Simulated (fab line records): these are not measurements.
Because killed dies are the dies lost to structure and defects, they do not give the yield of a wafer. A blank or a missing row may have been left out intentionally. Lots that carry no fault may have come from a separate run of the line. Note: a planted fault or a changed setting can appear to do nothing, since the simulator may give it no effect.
Lot-split experiment ; flow n5Finfet ; 21 wafers read across 7 lots, on a route 1938 steps long

== ON THE SPLIT ==
At N5_BEOL_M15_TRENCH_ETCH_34 (etches SiO2 in C4F8/O2/Ar, target depth 872.93 nm, time 199 s), the setting biasW was moved away from the recipe's 2040 W on 7 of the 21 wafers read, by -17.5% to +10.2%. The other wafers ran this setting at the recipe's value.

== FROM THE SPLIT TO THE READING: what the file shows between them, 7 steps ==
- N5_BEOL_M15_STRIP_36: strips in O2
- N5_BEOL_M15_ECD_47: material Cu, target thk 1860 nm
- N5_BEOL_M15_ANNEAL_48: time 90 s
- N5_BEOL_M15_CMP_49: polishes, stops on SiO2, t overpolish 4.9 s, target thk 850 nm
- N5_BEOL_M15_THK_MEAS_50: measures by xrf
- N5_BEOL_M15_PRE_CLEAN_52: time 15 s
- N5_BEOL_M15_DEP_53: deposits SiCN from 3MS/NH3, target thk 50 nm, time 17.8 s

== THE READING ==
At N5_BEOL_M15_RS_MEAS_54, a four-point-probe measurement gives M15_RS in ohm/sq. Typical for fault-free wafers on this fab line: 0.0216 ohm/sq, with standard deviation 0.00031 ohm/sq.

wafer;tool, chamber at the split;biasW as run, W;against the recipe;M15_RS, ohm/sq;against lot-mates on the recipe
L074.1;rieDiel-06, 1;1700;-16.7%;0.0224;+0.0005
L074.2;rieDiel-06, 0;2040;recipe;0.0219;-
L074.6;rieDiel-06, 0;2040;recipe;0.0220;-
L076.1;rieDiel-02, 3;1683;-17.5%;0.0225;+0.0007
L076.3;rieDiel-02, 0;2040;recipe;0.0218;-
L076.6;rieDiel-02, 3;1683;-17.5%;0.0225;+0.0007
L078.3;rieDiel-06, 1;2040;recipe;0.0218;-
L078.4;rieDiel-06, 2;2040;recipe;0.0217;-
L078.6;rieDiel-06, 1;2040;recipe;0.0216;-
L081.1;rieDiel-02, 1;2040;recipe;0.0218;-
L081.2;rieDiel-02, 3;2040;recipe;0.0214;-
L081.6;rieDiel-02, 0;1724;-15.5%;0.0230;+0.0014
L080.1;rieDiel-02, 0;2040;recipe;0.0219;-
L080.3;rieDiel-02, 2;2040;recipe;0.0215;-
L080.5;rieDiel-02, 2;2040;recipe;0.0218;-
L088.2;rieDiel-05, 1;2249;+10.2%;0.0212;-0.0007
L088.3;rieDiel-05, 0;2040;recipe;0.0219;-
L088.5;rieDiel-05, 1;2249;+10.2%;0.0213;-0.0006
L097.2;rieDiel-06, 0;2040;recipe;0.0216;-
L097.3;rieDiel-06, 1;2040;recipe;0.0214;-
L097.5;rieDiel-06, 3;1755;-14.0%;0.0227;+0.0012

THE FIT
A straight line over all 21 wafers: M15_RS changes by -5.25e-05 ohm/sq for each +1% of biasW; r = -0.90; the points scatter about the line by 0.00021 ohm/sq.
The same after taking each lot's own level away (the mean of its wafers on the recipe; 21 wafers): -5.49e-05 ohm/sq for each +1%; r = -0.89; scatter 0.00024 ohm/sq.
According to that fit, moving biasW by its largest amount changes the reading by 0.00096 ohm/sq.
The lots' own levels span 0.02150 to 0.02195 ohm/sq, that is 1.5 times the standard deviation above.
Consequently the slope shifts little with the lot-to-lot level, the two slopes agreeing.
Check: +0.00102 ohm/sq against its lot-mates is what the line predicts for one of the wafers moved furthest among these (-17.5%) when that wafer is left out of the fit. It came out at +0.0007 ohm/sq against them.
Tool readings at the split's step, against how far the setting was moved: rfVppV r = +0.98.

== OTHER SPLITS APPLIED TO THESE WAFERS ==
Other splits were also applied to these wafers ahead of the reading. Each is held against what the fit with the lots' levels taken away leaves over:
other split on the same wafers;wafers away from the commonest value;r with M15_RS (lot level and that fit taken away)
N5_BEOL_M13_PEB_26 pebTimeS;8;-0.08
N5_BEOL_M14_ETCH_68 timeS;9;+0.55
N5_BEOL_M15_EXPOSE_25 doseMj;7;-0.25

== THE WHOLE CHAIN: every reading that the file lists as answering this split, in the file's order ==
step;what it does;reading;change (the file's fit);r (the file's)
N5_BEOL_M15_TRENCH_ETCH_34;etches SiO2 in C4F8/O2/Ar, target depth 872.93 nm, time 199 s;rfVppV;+16.2 V for each +1% of the setting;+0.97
N5_BEOL_M15_TRENCH_ETCH_34;etches SiO2 in C4F8/O2/Ar, target depth 872.93 nm, time 199 s;etch.depthNm (the simulator's own value, which no gauge read);+2.15 nm for each +1% of the setting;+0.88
N5_BEOL_M15_CMP_49;polishes, stops on SiO2, t overpolish 4.9 s, target thk 850 nm;Cu_of_BEOL_M15_ECD_47.thkNm (the simulator's own value, which no gauge read);+2.11 nm for each +1% of the setting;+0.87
N5_BEOL_M15_THK_MEAS_50;measures by xrf;M15_THK;+2.03 for each +1% of the setting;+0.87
N5_BEOL_M15_RS_MEAS_54;measures by four-point-probe;M15_RS;-5.74e-05 for each +1% of the setting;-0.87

== THE FILE'S OWN FIT ==
M15_RS changes by -5.74e-05 ohm/sq for each +1% of biasW, r = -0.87.
